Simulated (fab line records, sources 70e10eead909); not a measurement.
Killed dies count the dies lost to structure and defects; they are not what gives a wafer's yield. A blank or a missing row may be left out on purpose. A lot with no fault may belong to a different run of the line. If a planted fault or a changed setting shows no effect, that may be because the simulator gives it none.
Matching of chambers / flow nand-harc / NHARC_P_CONTACT_DEP_30 on pecvd-04: 3 sister chambers
The step deposits SiNx, target thk 30 nm. 6 wafers are shown with their chamber, then 8 later ones without.

## WAFERS PAIRED WITH THEIR CHAMBERS
wafer=L081.3; chamber=1; heater-power-w (W)=758; rf-fwd-power-W (W)=450.3
wafer=L087.5; chamber=0; heater-power-w (W)=752; rf-fwd-power-W (W)=448.8
wafer=L088.3; chamber=2; heater-power-w (W)=671; rf-fwd-power-W (W)=448.9
wafer=L088.5; chamber=1; heater-power-w (W)=719; rf-fwd-power-W (W)=447.3
wafer=L088.6; chamber=2; heater-power-w (W)=675; rf-fwd-power-W (W)=450.8
wafer=L092.2; chamber=0; heater-power-w (W)=791; rf-fwd-power-W (W)=448.5

## WAFERS MISSING THEIR CHAMBER
wafer=L092.4; heater-power-w (W)=827; rf-fwd-power-W (W)=450.1
wafer=L092.5; heater-power-w (W)=794; rf-fwd-power-W (W)=447.3
wafer=L094.3; heater-power-w (W)=799; rf-fwd-power-W (W)=449.7
wafer=L094.4; heater-power-w (W)=787; rf-fwd-power-W (W)=447.1
wafer=L094.5; heater-power-w (W)=798; rf-fwd-power-W (W)=449.1
wafer=L097.1; heater-power-w (W)=795; rf-fwd-power-W (W)=449.2
wafer=L097.5; heater-power-w (W)=826; rf-fwd-power-W (W)=446.8
wafer=L097.6; heater-power-w (W)=821; rf-fwd-power-W (W)=448.3

## EACH ONE'S CHAMBER
wafer=L092.4; from the rows above=can't be placed: 0 or 1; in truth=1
wafer=L092.5; from the rows above=can't be placed: 0 or 1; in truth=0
wafer=L094.3; from the rows above=can't be placed: 0 or 1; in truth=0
wafer=L094.4; from the rows above=can't be placed: 0 or 1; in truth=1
wafer=L094.5; from the rows above=can't be placed: 0 or 1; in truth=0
wafer=L097.1; from the rows above=can't be placed: 0 or 1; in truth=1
wafer=L097.5; from the rows above=can't be placed: 0 or 1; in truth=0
wafer=L097.6; from the rows above=can't be placed: 0 or 1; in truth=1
Correctly placed: 0 of 8. From these rows, 8 cannot be placed; in 8 the true chamber is one of the candidates. Placed wrongly: 0.
How it was worked out, from the rows above alone: a wafer's distance from a chamber is the root of the sum, over the readings, of the square of ((its reading less the chamber's mean) divided by the reading's scatter). If the next closest chamber is less than 2 further off than the closest, the wafer can't be placed; otherwise it belongs to the closest. A chamber's mean is the mean of its shown wafers. The scatter is the square root of a quotient: the sum, over the shown wafers, of each reading's squared deviation from its chamber's mean, divided by wafers minus chambers.
